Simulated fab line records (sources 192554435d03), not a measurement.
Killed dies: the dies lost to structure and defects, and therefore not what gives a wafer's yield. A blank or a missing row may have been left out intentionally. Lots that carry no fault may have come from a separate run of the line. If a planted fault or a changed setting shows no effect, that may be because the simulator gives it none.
Which of the tools did it? | flow n5_finfet | Sampling: 11 lots, 33 wafers, 5 of 1938 route steps

WHAT EACH GAUGE READ, for each wafer
Not one reading of a measure or inspect step in the record can be checked against a usual standard deviation.

TOOL THAT RAN EACH LOT (tool first, then ch and the chambers of the sampled wafers, then the start)
lot  | N5_BEOL_M6_ETCH_41                            | N5_BEOL_M6_CURE_75            | N5_BEOL_M7_COAT_60                | N5_BEOL_M7_DESCUM_16               | N5_PASSIVATION_PROBE_49
L919 | rie_diel-03 ch 1,2,3, day 10 01:34 or earlier | uv_cure-01 ch 0, day 10 01:34 | litho_track-05 ch 0, day 10 05:59 | rie_diel-05 ch 1,2,3, day 10 06:46 | prober-02, day 13 22:43
L922 | rie_diel-01 ch 0,1,3, day 11 15:35 or earlier | uv_cure-02 ch 0, day 11 15:35 | litho_track-02 ch 0, day 11 19:32 | rie_diel-06 ch 2,3, day 11 20:00   | -
L924 | rie_diel-03 ch 1,2, day 11 17:37 or earlier   | uv_cure-01 ch 2, day 11 17:37 | litho_track-03 ch 0, day 11 23:02 | rie_diel-05 ch 0,1,3, day 11 23:31 | prober-02, day 15 04:40
L921 | rie_diel-04 ch 2,3, day 11 18:49 or earlier   | uv_cure-01 ch 0, day 11 18:49 | litho_track-03 ch 0, day 11 23:55 | rie_diel-05 ch 0,1,3, day 12 00:23 | -
L926 | rie_diel-03 ch 0,1,3, day 12 03:49 or earlier | uv_cure-02 ch 0, day 12 03:49 | litho_track-02 ch 0, day 12 06:38 | rie_diel-02 ch 0,1,3, day 12 07:08 | -
L931 | rie_diel-04 ch 0,3, day 12 18:25 or earlier   | uv_cure-01 ch 2, day 12 18:25 | litho_track-03 ch 0, day 12 23:37 | rie_diel-05 ch 0,1,2, day 13 00:06 | prober-01, day 16 09:18
L928 | rie_diel-03 ch 1,2,3, day 13 16:46 or earlier | uv_cure-01 ch 2, day 13 16:46 | litho_track-02 ch 0, day 13 21:49 | rie_diel-06 ch 1,3, day 13 22:10   | prober-02, day 17 04:53
L933 | rie_diel-03 ch 0,2,3, day 14 20:28 or earlier | uv_cure-02 ch 2, day 14 20:28 | litho_track-02 ch 0, day 15 00:32 | rie_diel-05 ch 0,2,3, day 15 00:59 | prober-02, day 18 12:08
L938 | rie_diel-03 ch 0,3, day 15 13:56 or earlier   | uv_cure-03 ch 1, day 15 13:56 | litho_track-03 ch 0, day 15 20:56 | rie_diel-02 ch 0,2,3, day 15 21:26 | prober-01, day 19 17:59
L934 | rie_diel-04 ch 1,2,3, day 15 17:17 or earlier | uv_cure-02 ch 1, day 15 17:17 | litho_track-03 ch 0, day 15 21:29 | rie_diel-06 ch 0,1,2, day 15 21:57 | -
L936 | rie_diel-04 ch 0,3, day 16 00:52 or earlier   | uv_cure-03 ch 1, day 16 00:52 | litho_track-05 ch 0, day 16 06:06 | rie_diel-02 ch 1,2, day 16 06:26   | prober-02, day 19 23:50
- N5_BEOL_M6_ETCH_41: etches SiCN in CH3F/O2, target depth 29.7 nm, time 52 s.
- N5_BEOL_M6_CURE_75: cures SiCOH lowk, time 120 s.
- N5_BEOL_M7_COAT_60: time 60 s, resist thk 35 nm.
- N5_BEOL_M7_DESCUM_16: chemistry O2, time 7.9 s.
- N5_PASSIVATION_PROBE_49

AS READ BY THE TOOLS THEMSELVES (means over the sampled wafers that have a number; for cases with no such wafer, the mark the record gives instead)
N5_BEOL_M6_ETCH_41. Usual: drypump_motor_current_A 5.49 A, standard deviation 0.3; oes_product_au 0.80 a.u., standard deviation 0.097; rf_vpp_V 297.4 V, standard deviation 1.5; showerhead_plenum_p_Torr 2.00 Torr, standard deviation 0.073; throttle_valve_pct 16.21 %, standard deviation 0.24.
lot  | tool        | drypump_motor_current_A (A) | oes_product_au (a.u.) | rf_vpp_V (V) | showerhead_plenum_p_Torr (Torr) | throttle_valve_pct (%) | flag
L919 | rie_diel-03 | 5.40                        | 0.80                  | 298.2        | 2.07                            | 16.40                  |
L922 | rie_diel-01 | 5.40                        | 0.73                  | 296.5        | 1.95                            | 16.28                  |
L924 | rie_diel-03 | 5.53                        | 0.93                  | 299.5        | 2.08                            | 16.28                  |
L921 | rie_diel-04 | 5.34                        | 0.85                  | 297.4        | 1.96                            | 15.99                  |
L926 | rie_diel-03 | 5.72                        | 0.87                  | 298.9        | 2.03                            | 16.09                  |
L931 | rie_diel-04 | 5.31                        | 0.70                  | 296.4        | 1.97                            | 16.35                  |
L928 | rie_diel-03 | 5.41                        | 0.86                  | 297.5        | 2.06                            | 16.31                  |
L933 | rie_diel-03 | 5.41                        | 0.82                  | 299.0        | 2.05                            | 16.17                  |
L938 | rie_diel-03 | 5.70                        | 0.82                  | 298.2        | 2.02                            | 15.99                  |
L934 | rie_diel-04 | 5.50                        | 0.84                  | 297.9        | 2.02                            | 16.10                  |
L936 | rie_diel-04 | 5.43                        | 0.84                  | 296.5        | 1.97                            | 16.06                  |

N5_BEOL_M6_CURE_75. Usual: lamp_power_pct 52.32 %, standard deviation 0.054; wafer_temp_C_max 371.7, standard deviation 0.59.
lot  | tool       | lamp_power_pct (%) | wafer_temp_C_max | flag
L919 | uv_cure-01 | 52.31              | 372.2            |
L922 | uv_cure-02 | 52.31              | 371.4            |
L924 | uv_cure-01 | 52.37              | 372.1            |
L921 | uv_cure-01 | 52.32              | 372.6            |
L926 | uv_cure-02 | 52.35              | 371.3            |
L931 | uv_cure-01 | 52.32              | 372.1            |
L928 | uv_cure-01 | 52.31              | 372.4            |
L933 | uv_cure-02 | 52.28              | 371.9            |
L938 | uv_cure-03 | 52.26              | 371.4            |
L934 | uv_cure-02 | 52.28              | 371.8            |
L936 | uv_cure-03 | 52.27              | 371.4            |

N5_BEOL_M7_COAT_60. Usual: spin_speed_rpm at 1500.2 rpm, with a standard deviation of 1.
lot  | tool           | spin_speed_rpm (rpm) | flag
L919 | litho_track-05 | 1500.5               |
L922 | litho_track-02 | 1501.2               |
L924 | litho_track-03 | 1500.0               |
L921 | litho_track-03 | 1500.3               |
L926 | litho_track-02 | 1499.6               |
L931 | litho_track-03 | 1500.1               |
L928 | litho_track-02 | 1544.8               | OFF
L933 | litho_track-02 | 1545.7               | OFF
L938 | litho_track-03 | 1500.6               |
L934 | litho_track-03 | 1501.1               |
L936 | litho_track-05 | 1500.5               |

N5_BEOL_M7_DESCUM_16. Usual: drypump_motor_current_A 6.0 A, standard deviation 0.48; oes_product_au 0.76 a.u., standard deviation 0.093; rf_vpp_V 242.8 V, standard deviation 1.3; showerhead_plenum_p_Torr 2.07 Torr, standard deviation 0.066; throttle_valve_pct 20.45 %, standard deviation 0.26.
lot  | tool        | drypump_motor_current_A (A) | oes_product_au (a.u.) | rf_vpp_V (V) | showerhead_plenum_p_Torr (Torr) | throttle_valve_pct (%) | flag
L919 | rie_diel-05 | 5.9                         | 0.71                  | 241.3        | 2.04                            | 20.51                  |
L922 | rie_diel-06 | 6.3                         | 0.70                  | 242.0        | 2.04                            | 20.70                  |
L924 | rie_diel-05 | 5.6                         | 0.76                  | 242.4        | 2.06                            | 20.35                  |
L921 | rie_diel-05 | 5.6                         | 0.76                  | 243.3        | 2.06                            | 20.36                  |
L926 | rie_diel-02 | 6.2                         | 0.73                  | 243.6        | 2.09                            | 20.66                  |
L931 | rie_diel-05 | 6.1                         | 0.83                  | 242.1        | 2.06                            | 20.26                  |
L928 | rie_diel-06 | 5.7                         | 0.73                  | 242.4        | 2.06                            | 20.39                  |
L933 | rie_diel-05 | 6.0                         | 0.81                  | 242.1        | 2.08                            | 20.22                  |
L938 | rie_diel-02 | 6.4                         | 0.79                  | 241.7        | 2.04                            | 20.59                  |
L934 | rie_diel-06 | 6.3                         | 0.84                  | 244.0        | 2.12                            | 20.31                  |
L936 | rie_diel-02 | 5.8                         | 0.76                  | 243.9        | 2.12                            | 20.43                  |

N5_PASSIVATION_PROBE_49. Usual: defect_limited_yield 91.3 %, standard deviation 1.4; killed_at_M0_to_M3 33, standard deviation 11; killed_at_M4_up 15, standard deviation 6.2; killed_at_contacts 13, standard deviation 6.5; killed_at_front_end 38, standard deviation 11; killed_at_other 3.4, standard deviation 2.6; killed_dies 102, standard deviation 17; killed_open 67, standard deviation 12; killed_short 34, standard deviation 7.9; sort_bin_4_leakage 0.00 %, standard deviation 0.022; sort_bin_5_function 5.1 %, standard deviation 0.88; sort_bin_6_memory 3.3 %, standard deviation 0.65; sort_n_pass 1078, standard deviation 17; sort_yield_pct 91.3 %, standard deviation 1.4.
lot  | tool      | defect_limited_yield (%) | killed_at_M0_to_M3 | killed_at_M4_up | killed_at_contacts | killed_at_front_end | killed_at_other | killed_dies | killed_open | killed_short | sort_bin_4_leakage (%) | sort_bin_5_function (%) | sort_bin_6_memory (%) | sort_n_pass | sort_yield_pct (%) | flag
L919 | prober-02 | 90.2                     | 53                 | 12              | 14                 | 33                  | 3.3             | 115         | 72          | 41           | 0.00                   | 5.6                     | 3.8                   | 1065        | 90.2               |
L924 | prober-02 | 90.2                     | 36                 | 10              | 9                  | 57                  | 4.0             | 116         | 69          | 41           | 0.00                   | 5.3                     | 3.9                   | 1064        | 90.2               |
L931 | prober-01 | 91.5                     | 26                 | 14              | 8                  | 51                  | 2.0             | 101         | 61          | 38           | 0.00                   | 5.1                     | 3.1                   | 1079        | 91.5               |
L928 | prober-02 | 92.7                     | 29                 | 11              | 13                 | 30                  | 2.7             | 86          | 56          | 28           | 0.00                   | 4.3                     | 2.8                   | 1094        | 92.7               |
L933 | prober-02 | 90.3                     | 37                 | 23              | 10                 | 42                  | 1.7             | 114         | 70          | 41           | 0.03                   | 6.0                     | 3.2                   | 1066        | 90.3               |
L938 | prober-01 | 90.9                     | 36                 | 18              | 10                 | 37                  | 6.0             | 108         | 71          | 37           | 0.00                   | 5.3                     | 3.7                   | 1072        | 90.9               |
L936 | prober-02 | 93.9                     | 26                 | 15              | 5                  | 25                  | 1.0             | 72          | 45          | 27           | 0.00                   | 3.5                     | 2.5                   | 1108        | 93.9               |

THE ANSWER, worked out from the rows above alone
Rule: lot off if the mean of its wafers having a number is beyond 3 standard deviations from the usual mean. A lot without any number at a reading at which 4 lots or more have one is off too. Any other lot the step has rows for is counted as sound. After the gauges, taken in route order, come the tools' own readings; for these a lot's mean is taken, as printed above. The first step at which some lot is off is used, and at that step the reading that is off furthest; a lot without a number counts as furthest.
Off at N5_BEOL_M7_COAT_60 (spin_speed_rpm): L928, L933.
A tool fits if, at that step or a process step before it, it ran every lot that is off, and no sound lot after the first of them. N5_BEOL_M6_ETCH_41: start missing for some lots; hours and lot order therefore follow N5_BEOL_M6_CURE_75. One fits: N5_BEOL_M7_COAT_60 on litho_track-02. Its last sound lot is L926 (day 12 06:38), its first lot that is off L928 (day 13 21:49): a fault that began between those two fits.
On the lots that are off, the tool's own readings at N5_BEOL_M7_COAT_60 differ by more than 5 times the standard deviation of the sound lots' means, which bears it out; spin_speed_rpm reads 1545.2 rpm there versus 1500.4 rpm on the sound lots.

WHAT THE SIMULATOR HAD INSERTED
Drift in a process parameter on litho_track-02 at N5_BEOL_M7_COAT_60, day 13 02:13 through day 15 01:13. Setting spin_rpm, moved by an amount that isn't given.
Struck lots among those shown: L928, L933. The rule above found the same.
